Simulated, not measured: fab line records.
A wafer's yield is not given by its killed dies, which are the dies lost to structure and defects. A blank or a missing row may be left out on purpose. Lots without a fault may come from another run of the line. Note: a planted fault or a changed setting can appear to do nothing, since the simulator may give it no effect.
One fault seen from 3 desks -- flow n5-finfet -- numbers are kept per desk, each desk with only its own; the story behind them comes last

== FOR THE TOOL OWNER'S DESK: rie-diel-06 ==
The tool's own readings at N5_BEOL_M3_ETCH_70 (etches SOC in N2/H2, target depth 80 nm, overetch 16 nm, time 120 s): means of the sampled wafers that have a number, for each lot that ran on this tool. A lot is out of limits, marked OUT, if its mean lies more than 4 standard deviations from the usual mean; the brackets give that distance.
Columns: A = bias-w at N5_BEOL_M3_ETCH_70, usual 150.0 W; B = drypump-motor-current-A at N5_BEOL_M3_ETCH_70, usual 5.7 A; C = oes-product-au at N5_BEOL_M3_ETCH_70, usual 0.60 a.u.; D = rf-fwd-power-W at N5_BEOL_M3_ETCH_70, usual 835 W; E = rf-vpp-V at N5_BEOL_M3_ETCH_70, usual 524.1 V; F = showerhead-plenum-p-Torr at N5_BEOL_M3_ETCH_70, usual 2.55 Torr; G = throttle-valve-pct at N5_BEOL_M3_ETCH_70, usual 17.79 %
lot,first seen here,A,B,C,D,E,F,G
L825,day 7 23:32,150.3,5.7,0.59,838,521.4,2.46,17.66
L832,day 10 03:50,136.5 (-29) OUT,5.7,0.65,835,491.8 (-12) OUT,2.56,17.64
L835,day 10 19:19,122.3 (-59) OUT,5.7,0.61,834,456.5 (-25) OUT,2.44,17.47
Finding of this desk: L832, L835 out of limits; the first was L832 at day 10 03:50, on bias-w at N5_BEOL_M3_ETCH_70. L825 stayed within limits.

== THE DEFECT DESK ==
Per lot, the means of the sampled wafers with a number show what the inspections along the route counted. A lot is out of limits, marked OUT, if its mean lies more than 4 standard deviations from the usual mean; the brackets give that distance.
Columns: A = raw-defect-count at N5_BEOL_M3_INSPECT_30, usual 438
lot,first seen here,A
L822,day 7 06:49,298
L825,day 7 22:41,430
L832,day 10 03:20,602
L835,day 10 18:22,532
L838,day 11 21:35,454
L842,day 12 13:08,372
This desk found nothing out of limits on any of the 6 lots.

== AT THE METROLOGY DESK ==
Lot by lot, what the gauges showed, no matter which tool ran the lot: averages of those sampled wafers that carry a number. A lot is out of limits, marked OUT, if its mean lies more than 4 standard deviations from the usual mean; the brackets give that distance. It has 12 readings; the 7 that lie furthest out on some lot are the ones shown.
Columns: A = V2_OVL at N5_BEOL_M3_OVL_MEAS_29, usual 0.3 nm; B = DIBL_P at N5_BEOL_M4_RC_MEAS_101, usual 35.9 mV/V; C = IOFF_P at N5_BEOL_M4_RC_MEAS_101, usual 0.20 nA/um; D = ION_P at N5_BEOL_M4_RC_MEAS_101, usual 459 uA/um; E = SS_N at N5_BEOL_M4_RC_MEAS_101, usual 71.6 mV/dec; F = SS_P at N5_BEOL_M4_RC_MEAS_101, usual 73.2 mV/dec; G = VT_P at N5_BEOL_M4_RC_MEAS_101, usual -252 mV
lot,first seen here,A,B,C,D,E,F,G
L822,day 7 06:44,0.9,34.2,0.20,457,71.2,72.7,-250
L825,day 7 22:35,1.0,36.6,0.19,456,71.9,73.1,-252
L832,day 10 03:15,0.4,37.0,0.23,464,71.3,74.0,-248
L835,day 10 18:16,0.6,37.1,0.21,460,72.1,73.8,-251
L838,day 11 21:30,0.4,35.8,0.19,458,71.4,72.2,-251
L842,day 12 13:03,0.4,35.1,0.17,450,71.3,72.4,-255
This desk found nothing out of limits on any of the 6 lots.

== TAKEN TOGETHER ==
The tool owner's desk could have raised an alarm at day 10 03:50, on L832, L835.
No out-of-limits result turned up at the defect desk.
Metrology desk: nothing out of limits seen.
The defect desk has L832, L835 on record, within its limits.
The metrology desk has L832, L835 on record, within its limits.
The lots listed all ran N5_BEOL_M3_ETCH_70 on rie-diel-06.

== WHAT WAS PUT IN BY THE SIMULATOR ==
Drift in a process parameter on rie-diel-06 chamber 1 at N5_BEOL_M3_ETCH_70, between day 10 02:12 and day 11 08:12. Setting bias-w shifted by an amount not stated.
Lots struck among those shown: L832, L835.
Each desk's first reading out of limits, in hours after the fault started: the tool owner's desk, 2.
